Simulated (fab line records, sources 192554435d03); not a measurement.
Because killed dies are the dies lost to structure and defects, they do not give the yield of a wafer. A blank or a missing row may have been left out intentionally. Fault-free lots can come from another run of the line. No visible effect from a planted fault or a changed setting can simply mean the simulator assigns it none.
Chamber matching || flow n5-finfet || N5_BEOL_M3_CO_CAP_55 on cvd-co-02: 3 sister chambers
The step material Co, precursor CCTBA/H2, target thk 2 nm, time 102.1 s. 3 wafers are shown with their chamber, then 9 later ones without.

## WAFERS PAIRED WITH THEIR CHAMBERS
{"wafer": "L088.5", "chamber": 2, "heater-power-w (W)": 247}
{"wafer": "L094.4", "chamber": 0, "heater-power-w (W)": 267}
{"wafer": "L094.5", "chamber": 1, "heater-power-w (W)": 323}

## WAFERS MISSING THEIR CHAMBER
{"wafer": "L092.1", "heater-power-w (W)": 250}
{"wafer": "L092.3", "heater-power-w (W)": 278}
{"wafer": "L092.4", "heater-power-w (W)": 318}
{"wafer": "L095.3", "heater-power-w (W)": 251}
{"wafer": "L095.5", "heater-power-w (W)": 255}
{"wafer": "L095.6", "heater-power-w (W)": 311}
{"wafer": "L097.1", "heater-power-w (W)": 268}
{"wafer": "L097.5", "heater-power-w (W)": 272}
{"wafer": "L097.6", "heater-power-w (W)": 320}

## EACH ONE'S CHAMBER
{"wafer": "L092.1", "from the rows above": 2, "in truth": 2}
{"wafer": "L092.3", "from the rows above": 0, "in truth": 0}
{"wafer": "L092.4", "from the rows above": 1, "in truth": 1}
{"wafer": "L095.3", "from the rows above": "can't be placed: 2 or 0", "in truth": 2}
{"wafer": "L095.5", "from the rows above": "can't be placed: 2 or 0", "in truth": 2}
{"wafer": "L095.6", "from the rows above": 1, "in truth": 1}
{"wafer": "L097.1", "from the rows above": 0, "in truth": 0}
{"wafer": "L097.5", "from the rows above": 0, "in truth": 0}
{"wafer": "L097.6", "from the rows above": 1, "in truth": 1}
Correctly placed: 7 of 9. These rows do not allow placing 2 (true chamber among the candidates in 2). Number placed wrongly: 0.
How it was worked out, from the rows above alone: a wafer's distance from a chamber is the root of the sum, over the readings, of the square of ((its reading less the chamber's mean) divided by the reading's scatter). If the next closest chamber is less than 2 further off than the closest, the wafer can't be placed; otherwise it belongs to the closest. Each chamber's mean is taken over the wafers shown for it. The scatter: with one shown wafer a chamber, the root of the mean of the squares of how far each hidden wafer lies from its nearest shown one.
